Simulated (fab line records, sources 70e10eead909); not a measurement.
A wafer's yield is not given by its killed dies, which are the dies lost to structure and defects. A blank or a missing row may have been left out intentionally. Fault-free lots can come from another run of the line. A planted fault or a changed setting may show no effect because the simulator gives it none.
Matching of chambers	flow nand_harc	NHARC_A_SLIT_ETCH_24 on rie_diel-06 has 4 sister chambers
The step etches the open film in CF4/CHF3, target depth 121 nm, time 60.5 s. 16 wafers are shown with their chamber, then 8 later ones without.

WAFERS PAIRED WITH THEIR CHAMBERS
wafer	chamber	showerhead_plenum_p_Torr (Torr)	drypump_motor_current_A (A)	rf_vpp_V (V)
L970.1	0	1.60	5.9	372.9
L970.2	1	1.61	5.0	372.4
L970.4	3	1.61	6.2	371.7
L972.1	0	1.60	5.9	373.1
L972.3	2	1.47	5.2	367.0
L972.5	1	1.61	5.1	372.9
L976.1	2	1.47	5.2	367.6
L976.4	1	1.61	5.1	371.3
L976.5	0	1.60	5.9	371.9
L971.2	0	1.60	5.9	370.5
L971.3	2	1.46	5.2	367.1
L971.4	1	1.61	5.0	371.9
L980.1	0	1.60	5.9	371.6
L980.3	2	1.46	5.1	367.6
L980.4	1	1.61	5.1	371.6
L977.2	2	1.46	5.2	367.9

SIGNATURES (means of the wafers above)
reading	chamber 0	chamber 1	chamber 2	chamber 3	scatter within a chamber
showerhead_plenum_p_Torr	1.6000	1.6100	1.4640	1.6100	0.00316
drypump_motor_current_A	5.900	5.060	5.180	6.200	0.0408
rf_vpp_V	372.000	372.020	367.440	371.700	0.744
Rule: for each reading, subtract the chamber's mean from the wafer's reading, divide by that reading's scatter and square the result; add these up over the readings and take the root, which gives the wafer's distance from the chamber. If the next closest chamber is less than 2 further off than the closest, the wafer can't be placed; otherwise it belongs to the closest. How the scatter is found: for the shown wafers, subtract from each reading the mean of its chamber, square and add these, divide the total by (wafers less chambers), then take the root.

WAFERS MISSING THEIR CHAMBER
wafer	showerhead_plenum_p_Torr (Torr)	drypump_motor_current_A (A)	rf_vpp_V (V)
L977.3	1.61	6.2	371.5
L977.5	1.60	5.9	369.6
L989.1	1.61	5.1	373.0
L989.2	1.61	6.2	373.5
L989.5	1.61	6.2	369.8
L990.1	1.61	6.2	373.0
L990.2	1.46	5.2	367.1
L990.3	1.61	5.0	372.7

THE CHAMBER EACH PASSED THROUGH
wafer	from the rows above	in truth
L977.3	3	3
L977.5	0	0
L989.1	1	1
L989.2	3	3
L989.5	3	3
L990.1	3	3
L990.2	2	2
L990.3	1	1
8 of 8 placed correctly. Left unplaced by these rows: 0. Placed wrongly: 0.
